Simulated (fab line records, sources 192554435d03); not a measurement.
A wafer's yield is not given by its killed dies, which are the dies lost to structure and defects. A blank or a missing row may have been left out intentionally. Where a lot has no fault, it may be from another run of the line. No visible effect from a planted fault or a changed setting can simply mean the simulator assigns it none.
Split-lot trial || flow n5-finfet || 21 wafers read from 7 lots, route of 1938 steps

ABOUT THE SPLIT
At N5_BEOL_M9_ETCH_65 (etches SiARC in CF4, target depth 15.6 nm, time 26 s), the setting bias-w was moved away from the recipe's 36 W on 3 of the 21 wafers read, by -9.6% to -4.9%. The other wafers ran this setting at the recipe's value.

The reading comes from the split's own step.

THE READING
rf-vpp-V, in V, at N5_BEOL_M9_ETCH_65 (etches SiARC in CF4, target depth 15.6 nm, time 26 s). Typical for fault-free wafers on this fab line: 184.3 V, with standard deviation 1.1 V.

{"wafer": "L074.1", "tool, chamber at the split": "rie-diel-04, 0", "bias-w as run, W": 36, "against the recipe": "recipe", "rf-vpp-V, V": 183.9, "against lot-mates on the recipe": "-"}
{"wafer": "L074.3", "tool, chamber at the split": "rie-diel-04, 1", "bias-w as run, W": 36, "against the recipe": "recipe", "rf-vpp-V, V": 183.3, "against lot-mates on the recipe": "-"}
{"wafer": "L074.5", "tool, chamber at the split": "rie-diel-04, 0", "bias-w as run, W": 36, "against the recipe": "recipe", "rf-vpp-V, V": 184.8, "against lot-mates on the recipe": "-"}
{"wafer": "L075.3", "tool, chamber at the split": "rie-diel-03, 1", "bias-w as run, W": 36, "against the recipe": "recipe", "rf-vpp-V, V": 183.7, "against lot-mates on the recipe": "-"}
{"wafer": "L075.4", "tool, chamber at the split": "rie-diel-03, 2", "bias-w as run, W": 32.53, "against the recipe": "-9.6%", "rf-vpp-V, V": 172.2, "against lot-mates on the recipe": -11.5}
{"wafer": "L075.5", "tool, chamber at the split": "rie-diel-03, 3", "bias-w as run, W": 32.53, "against the recipe": "-9.6%", "rf-vpp-V, V": 172.0, "against lot-mates on the recipe": -11.7}
{"wafer": "L082.2", "tool, chamber at the split": "rie-diel-03, 3", "bias-w as run, W": 36, "against the recipe": "recipe", "rf-vpp-V, V": 182.6, "against lot-mates on the recipe": "-"}
{"wafer": "L082.3", "tool, chamber at the split": "rie-diel-03, 0", "bias-w as run, W": 36, "against the recipe": "recipe", "rf-vpp-V, V": 184.7, "against lot-mates on the recipe": "-"}
{"wafer": "L082.4", "tool, chamber at the split": "rie-diel-03, 2", "bias-w as run, W": 36, "against the recipe": "recipe", "rf-vpp-V, V": 184.9, "against lot-mates on the recipe": "-"}
{"wafer": "L090.2", "tool, chamber at the split": "rie-diel-04, 3", "bias-w as run, W": 36, "against the recipe": "recipe", "rf-vpp-V, V": 185.2, "against lot-mates on the recipe": "-"}
{"wafer": "L090.3", "tool, chamber at the split": "rie-diel-04, 1", "bias-w as run, W": 36, "against the recipe": "recipe", "rf-vpp-V, V": 183.6, "against lot-mates on the recipe": "-"}
{"wafer": "L090.4", "tool, chamber at the split": "rie-diel-04, 3", "bias-w as run, W": 36, "against the recipe": "recipe", "rf-vpp-V, V": 185.6, "against lot-mates on the recipe": "-"}
{"wafer": "L087.1", "tool, chamber at the split": "rie-diel-04, 2", "bias-w as run, W": 36, "against the recipe": "recipe", "rf-vpp-V, V": 184.9, "against lot-mates on the recipe": "-"}
{"wafer": "L087.4", "tool, chamber at the split": "rie-diel-04, 3", "bias-w as run, W": 36, "against the recipe": "recipe", "rf-vpp-V, V": 183.7, "against lot-mates on the recipe": "-"}
{"wafer": "L087.5", "tool, chamber at the split": "rie-diel-04, 2", "bias-w as run, W": 36, "against the recipe": "recipe", "rf-vpp-V, V": 185.8, "against lot-mates on the recipe": "-"}
{"wafer": "L094.3", "tool, chamber at the split": "rie-diel-04, 3", "bias-w as run, W": 36, "against the recipe": "recipe", "rf-vpp-V, V": 185.6, "against lot-mates on the recipe": "-"}
{"wafer": "L094.4", "tool, chamber at the split": "rie-diel-04, 2", "bias-w as run, W": 36, "against the recipe": "recipe", "rf-vpp-V, V": 183.2, "against lot-mates on the recipe": "-"}
{"wafer": "L094.5", "tool, chamber at the split": "rie-diel-04, 0", "bias-w as run, W": 36, "against the recipe": "recipe", "rf-vpp-V, V": 184.2, "against lot-mates on the recipe": "-"}
{"wafer": "L097.1", "tool, chamber at the split": "rie-diel-03, 2", "bias-w as run, W": 36, "against the recipe": "recipe", "rf-vpp-V, V": 183.1, "against lot-mates on the recipe": "-"}
{"wafer": "L097.2", "tool, chamber at the split": "rie-diel-03, 3", "bias-w as run, W": 36, "against the recipe": "recipe", "rf-vpp-V, V": 184.1, "against lot-mates on the recipe": "-"}
{"wafer": "L097.4", "tool, chamber at the split": "rie-diel-03, 0", "bias-w as run, W": 34.23, "against the recipe": "-4.9%", "rf-vpp-V, V": 179.7, "against lot-mates on the recipe": -3.9}

THE FIT
A straight line over all 21 wafers: rf-vpp-V changes by +1.23 V for each +1% of bias-w; r = +0.97; the points scatter about the line by 0.97 V.
The same after taking each lot's own level away (the mean of its wafers on the recipe; 21 wafers): +1.16 V for each +1%; r = +0.97; scatter 0.91 V.
Per that fit: largest bias-w move, reading shift of 11 V.
The span of the lots' own levels, 183.60 to 184.80 V, comes to 1.1 times the standard deviation stated above.
Consequently the slope shifts little with the lot-to-lot level, the two slopes agreeing.
Check: for one of the wafers moved furthest among these (-9.6%), held out of the fit, the line's prediction against its lot-mates is -10.9 V. Against them it came out at -11.5 V.
Tool readings at the split's step, against how far the setting was moved: rf-vpp-V r = +0.97.

THE OTHER SPLITS THESE WAFERS WENT THROUGH
Other splits were also applied to these wafers ahead of the reading. Each is held against what the fit with the lots' levels taken away leaves over:
{"other split on the same wafers": "N5_BEOL_M9_COAT_60 spin-rpm", "wafers away from the commonest value": 4, "r with rf-vpp-V (lot level and that fit taken away)": -0.39}

THE FILE'S OWN FIT
rf-vpp-V changes by +1.12 V for each +1% of bias-w, r = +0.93.
